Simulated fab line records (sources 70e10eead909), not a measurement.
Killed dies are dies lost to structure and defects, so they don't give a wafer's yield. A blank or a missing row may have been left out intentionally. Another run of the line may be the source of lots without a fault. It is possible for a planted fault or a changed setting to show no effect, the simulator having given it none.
What tool caused it? :: flow nand_harc :: 6 lots, 18 wafers sampled, at 3 steps of a route of 1302

== WHAT THE GAUGES READ, wafer by wafer ==
NHARC_A_SGD_CUT_THK_MEAS_22: measures by ellipsometry.
lot: L857
measured: day 20 05:51
on: film_metro-02
thk_nm (nm): 148.1 148.0 147.4

lot: L859
measured: day 21 10:05
on: film_metro-02
thk_nm (nm): 149.5 147.1 148.1

lot: L862
measured: day 23 06:46
on: film_metro-01
thk_nm (nm): 149.8 147.2 149.7

lot: L865
measured: day 23 15:12
on: film_metro-02
thk_nm (nm): 146.2 146.8 149.8

lot: L866
measured: day 24 12:30
on: film_metro-02
thk_nm (nm): 150.2 148.9 150.3

lot: L871
measured: day 26 10:29
on: film_metro-02
thk_nm (nm): 145.3 149.3 147.5

== TOOL THAT RAN EACH LOT (tool first, then ch and the chambers of the sampled wafers, then the start) ==
lot: L857
NHARC_A_SGD_CUT_ETCH_15: rie_diel-12 ch 1,2, day 20 05:51 or earlier
NHARC_A_SGD_CUT_ETCH_16: rie_diel-12 ch 0,1,3, day 20 05:51 or earlier

lot: L859
NHARC_A_SGD_CUT_ETCH_15: rie_diel-09 ch 0,1,3, day 21 10:05 or earlier
NHARC_A_SGD_CUT_ETCH_16: rie_diel-09 ch 0,1,3, day 21 10:05 or earlier

lot: L862
NHARC_A_SGD_CUT_ETCH_15: rie_diel-12 ch 0,2,3, day 23 06:46 or earlier
NHARC_A_SGD_CUT_ETCH_16: rie_diel-12 ch 0,1,2, day 23 06:46 or earlier

lot: L865
NHARC_A_SGD_CUT_ETCH_15: rie_diel-09 ch 2,3, day 23 15:12 or earlier
NHARC_A_SGD_CUT_ETCH_16: rie_diel-09 ch 2,3, day 23 15:12 or earlier

lot: L866
NHARC_A_SGD_CUT_ETCH_15: rie_diel-10 ch 0,2,3, day 24 12:30 or earlier
NHARC_A_SGD_CUT_ETCH_16: rie_diel-10 ch 0,1,3, day 24 12:30 or earlier

lot: L871
NHARC_A_SGD_CUT_ETCH_15: rie_diel-09 ch 0,2,3, day 26 10:29 or earlier
NHARC_A_SGD_CUT_ETCH_16: rie_diel-09 ch 0,1, day 26 10:29 or earlier
- NHARC_A_SGD_CUT_ETCH_15: etches the open film in CH3F/O2, target depth 75 nm, time 64.3 s.
- NHARC_A_SGD_CUT_ETCH_16: etches the open film in C4F8/O2/Ar, target depth 310.5 nm, time 155.2 s.

== THE ANSWER, worked out from the rows above alone ==
Rule: the usual values come from the lots themselves. Put in order of their means at a reading, lots are off if they are a third of the lots or fewer, leave a main group of 4 or more, and stand apart from it by a gap of 3 or more times the standard deviation of the main group's means; of several such gaps the widest counts. If all means in a main group match to the digits the tables above print for the reading, that group is not used. A lot without any number at a reading at which 4 lots or more have one is off too. Where the step has rows for the other lots, those lots are counted as sound.
None of the lots is off at any reading shown; this tells nothing.

== WHAT THE SIMULATOR HAD INSERTED ==
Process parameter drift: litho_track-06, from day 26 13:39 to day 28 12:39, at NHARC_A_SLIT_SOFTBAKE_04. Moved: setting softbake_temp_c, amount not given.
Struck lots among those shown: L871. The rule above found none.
